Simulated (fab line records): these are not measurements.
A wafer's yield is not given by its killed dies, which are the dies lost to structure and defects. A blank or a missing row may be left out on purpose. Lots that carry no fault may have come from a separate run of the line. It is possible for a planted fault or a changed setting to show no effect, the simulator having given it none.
Chamber matching + flow n5-finfet + 4 sister chambers for N5_BEOL_M5_STRIP_19 on rie-diel-06
The step strips in O2. 8 wafers are shown with their chamber, then 8 later ones without.

WAFERS WITH THEIR CHAMBER
| wafer  | chamber | drypump-motor-current-A (A) | showerhead-plenum-p-Torr (Torr) |
|--------|---------|-----------------------------|---------------------------------|
| L078.3 | 1       | 6.0                         | 2.18                            |
| L078.6 | 3       | 4.9                         | 1.98                            |
| L080.2 | 0       | 5.3                         | 2.21                            |
| L080.6 | 3       | 4.9                         | 1.98                            |
| L084.2 | 0       | 5.3                         | 2.20                            |
| L084.3 | 2       | 5.0                         | 2.15                            |
| L084.6 | 2       | 5.0                         | 2.15                            |
| L087.3 | 1       | 5.9                         | 2.17                            |

WAFERS WITH NO CHAMBER GIVEN
| wafer  | drypump-motor-current-A (A) | showerhead-plenum-p-Torr (Torr) |
|--------|-----------------------------|---------------------------------|
| L087.5 | 5.9                         | 2.17                            |
| L087.6 | 5.0                         | 2.15                            |
| L089.3 | 5.9                         | 2.17                            |
| L089.4 | 5.3                         | 2.20                            |
| L089.6 | 5.3                         | 2.20                            |
| L095.4 | 5.1                         | 2.14                            |
| L095.5 | 6.0                         | 2.17                            |
| L095.6 | 5.3                         | 2.20                            |

EACH ONE'S CHAMBER
| wafer  | from the rows above | in truth |
|--------|---------------------|----------|
| L087.5 | 1                   | 1        |
| L087.6 | 2                   | 2        |
| L089.3 | 1                   | 1        |
| L089.4 | 0                   | 0        |
| L089.6 | 0                   | 0        |
| L095.4 | 2                   | 2        |
| L095.5 | 1                   | 1        |
| L095.6 | 0                   | 0        |
Correctly placed: 8 of 8. Not placeable from these rows: 0. Wrongly placed: 0.
How it was worked out, from the rows above alone: a wafer's distance from a chamber is the root of the sum, over the readings, of the square of ((its reading less the chamber's mean) divided by the reading's scatter). The wafer belongs to the nearest chamber; if the next one is less than 2 further off, it can't be placed. A chamber's mean is the mean of its shown wafers. The scatter: take each reading less its chamber's mean, square it, sum over the shown wafers, divide by the number of wafers less the number of chambers, and take the root.
